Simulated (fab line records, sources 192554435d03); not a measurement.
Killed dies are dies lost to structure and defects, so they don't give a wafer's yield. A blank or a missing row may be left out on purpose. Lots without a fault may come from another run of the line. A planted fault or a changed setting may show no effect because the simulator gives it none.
One fault seen from 2 desks | flow n5_finfet | each desk has only its own numbers; what lay behind them comes last
Where a reading is given only as a bound, like >300, the bound stands for it, and a mean or a difference that rests on one is marked > or <: the true number lies beyond.

THE TOOL OWNER'S DESK: plasma_asher-02
The tool's own readings at N5_SD_EPI_N_STRIP_38 (strips in N2/H2): means of the sampled wafers that have a number, for each lot that ran on this tool. A lot is out of limits, marked OUT, if its mean lies more than 4 standard deviations from the usual mean; the brackets give that distance.
Columns: A = drypump_motor_current_A at N5_SD_EPI_N_STRIP_38, usual 5.8 A; B = h2_flow_sccm at N5_SD_EPI_N_STRIP_38, usual 3252 sccm; C = heater_power_w at N5_SD_EPI_N_STRIP_38, usual 356 W; D = oes_product_au at N5_SD_EPI_N_STRIP_38, usual 0.763 a.u.
lot  | first seen here | A   | B    | C   | D
L177 | day 3 03:56     | 5.8 | 3244 | 372 | 0.763
L178 | day 3 07:19     | 5.8 | 3256 | 367 | 0.762
L183 | day 4 13:51     | 5.7 | 3251 | 366 | 0.762
L187 | day 5 17:19     | 5.7 | 3258 | 366 | 0.755
L191 | day 6 12:56     | 5.8 | 3250 | 366 | 0.760
L193 | day 7 02:27     | 5.8 | 3246 | 371 | 0.760
This desk's finding: nothing out of limits on any of the 6 lots.

THE DEFECT DESK
What the inspections along the route counted, lot by lot: means of the sampled wafers that have a number. A lot is out of limits, marked OUT, if its mean lies more than 4 standard deviations from the usual mean; the brackets give that distance.
Columns: A = raw_defect_count at N5_SD_EPI_N_INSPECT_26, usual 210; B = raw_defect_count at N5_SD_EPI_P_INSPECT_11, usual 2.0; C = raw_defect_count at N5_SD_EPI_P_INSPECT_26, usual 182; D = raw_defect_count at N5_SD_ACTIVATION_INSPECT_02, usual 183
lot  | first seen here | A             | B                      | C             | D
L177 | day 3 07:04     | 177           | 2.7                    | 125           | 121
L178 | day 3 10:30     | 163           | 2.0                    | 150           | 158
L183 | day 4 17:01     | 225           | 2.3                    | 232           | 233
L187 | day 5 21:05     | 245           | 1.3                    | 214           | 211
L191 | day 6 16:52     | 660 (+12) OUT | >300 (+99 or more) OUT | 605 (+11) OUT | 602 (+10) OUT
L193 | day 7 05:38     | 595 (+10) OUT | >300 (+99 or more) OUT | 588 (+11) OUT | 585 (+10) OUT
L196 | day 8 02:16     | 222           | 3.0                    | 168           | 176
L197 | day 8 06:28     | 219           | 3.0                    | 203           | 212
L199 | day 9 00:34     | 178           | 1.5                    | 137           | 137
This desk's finding: out of limits on L191, L193; first on L191, day 6 16:52 (raw_defect_count at N5_SD_EPI_N_INSPECT_26). In limits: L177, L178, L183, L187, L196, L197, L199.

PUT TOGETHER
The defect desk could have raised an alarm at day 6 16:52, on L191, L193.
The tool owner's desk saw nothing out of limits.
The tool owner's desk has L191, L193 on record, within its limits.
Of the lots named, all ran N5_SD_EPI_N_STRIP_38 on plasma_asher-02.

WHAT THE SIMULATOR HAD PUT IN
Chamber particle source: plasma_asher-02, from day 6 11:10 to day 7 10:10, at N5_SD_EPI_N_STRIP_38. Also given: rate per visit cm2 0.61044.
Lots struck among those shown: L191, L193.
Hours from the fault's start to each desk's first reading out of limits: the defect desk, 6.
